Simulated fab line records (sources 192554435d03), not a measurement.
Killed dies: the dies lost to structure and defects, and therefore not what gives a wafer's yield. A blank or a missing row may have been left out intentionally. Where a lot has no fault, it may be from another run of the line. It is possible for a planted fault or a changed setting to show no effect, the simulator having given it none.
Chamber matching    flow n5Finfet    N5_BEOL_M8_CURE_75 on uvCure-03 has 3 sister chambers
The step cures SiCOH lowk, time 120 s. 3 wafers are shown with their chamber, then 12 later ones without.

WAFERS WITH THEIR CHAMBER
wafer   chamber  wafer_temp_C_max
L074.4  0        372.6
L091.3  1        372.1
L090.6  2        371.5

WAFERS WHOSE CHAMBER IS MISSING
wafer   wafer_temp_C_max
L093.1  371.5
L093.5  371.9
L093.6  371.5
L094.1  372.0
L094.3  371.5
L094.4  371.9
L095.2  371.2
L095.4  371.1
L095.5  371.0
L097.3  372.7
L097.4  372.1
L097.6  372.9

THE CHAMBER EACH PASSED THROUGH
wafer    from the rows above       in truth
L093.1   2                         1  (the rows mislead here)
L093.5   can't be placed: 1 or 2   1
L093.6   2                         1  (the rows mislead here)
L094.1   can't be placed: 1 or 2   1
L094.3   2                         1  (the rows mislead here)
L094.4   can't be placed: 1 or 2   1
L095.2   2                         2
L095.4   2                         2
L095.5   2                         2
L097.3   0                         0
L097.4   1                         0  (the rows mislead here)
L097.6   0                         0
5 of 12 placed correctly. Can't be placed from these rows: 3 (the true chamber is among the candidates in 3). Placed wrongly: 4.
How it was worked out, from the rows above alone: a wafer's distance from a chamber is the root of the sum, over the readings, of the square of ((its reading less the chamber's mean) divided by the reading's scatter). If the next closest chamber is less than 2 further off than the closest, the wafer can't be placed; otherwise it belongs to the closest. Each chamber's mean is taken over the wafers shown for it. The scatter (one wafer shown for each chamber): square how far every hidden wafer sits from the nearest shown wafer, average those squares and take the square root.
